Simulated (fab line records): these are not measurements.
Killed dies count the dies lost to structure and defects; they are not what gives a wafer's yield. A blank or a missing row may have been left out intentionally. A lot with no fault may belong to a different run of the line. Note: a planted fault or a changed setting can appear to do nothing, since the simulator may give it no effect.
Which tool is to blame? | flow nand-harc | Sampling: 7 lots, 17 wafers, 2 of 1302 route steps

WHAT THE GAUGES READ, wafer by wafer
NHARC_A_ONON_D1_THK_MEAS_34: measures by ellipsometry.
lot  | measured     | on            | thk-nm (nm)
L669 | day 8 11:55  | film-metro-01 | 201.3 201.3 204.7
L672 | day 9 15:43  | film-metro-02 | 201.4 197.5 199.3
L675 | day 10 21:40 | film-metro-01 | 200.2 198.0 200.9
L681 | day 13 09:32 | film-metro-01 | 193.5 196.7 199.6
L683 | day 14 12:07 | film-metro-02 | 173.2 171.7
L687 | day 16 01:27 | film-metro-01 | 168.0 170.1
L690 | day 17 00:11 | film-metro-01 | 198.3 200.1 202.7

WHICH TOOL RAN EACH LOT (tool, then ch and the chambers of the sampled wafers, then the start)
lot  | NHARC_A_ONON_D1_DEP_33
L669 | pecvd-01 ch 0,1, day 8 11:29
L672 | pecvd-04 ch 0,1,2, day 9 15:18
L675 | pecvd-04 ch 0,1,2, day 10 21:20
L681 | pecvd-04 ch 0,1,2, day 13 09:10
L683 | pecvd-04 ch 2, day 14 11:55
L687 | pecvd-04 ch 2, day 16 01:08
L690 | pecvd-01 ch 0,1, day 16 23:46
- NHARC_A_ONON_D1_DEP_33: deposits SiO2, target thk 200 nm.

THE ANSWER, worked out from the rows above alone
Rule: usual is defined by the lots themselves. The widest of any qualifying gaps counts: lots, ordered by their means at a reading, are off when they make up no more than a third of the lots, leave a main group of 4 or more, and stand apart from it by 3 or more times the standard deviation of that group's means. The tables above print the reading to a certain number of digits; a main group whose means all agree to those digits is not used. A lot without any number at a reading at which 4 lots or more have one is off too. All remaining lots with rows at the step are treated as sound.
Off: L683, L687 (NHARC_A_ONON_D1_THK_MEAS_34, thk-nm). For the main group the mean is 199.7 nm and the standard deviation 1.9.
A tool fits if, at a process step before that reading, it ran every lot that is off, and no sound lot after the first of them. Gauges at NHARC_A_ONON_D1_THK_MEAS_34: tried the same way as those tools. One fits: NHARC_A_ONON_D1_DEP_33 on pecvd-04. A fault onset in the window from L681 (day 13 09:10, its last sound lot) to L683 (day 14 11:55, its first lot off) fits.

WHAT THE SIMULATOR HAD INSERTED
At NHARC_A_ONON_D1_DEP_33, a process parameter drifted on pecvd-04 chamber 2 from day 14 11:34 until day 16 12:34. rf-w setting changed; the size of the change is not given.
Lots struck among those shown: L683, L687. The rule given above showed the same thing.
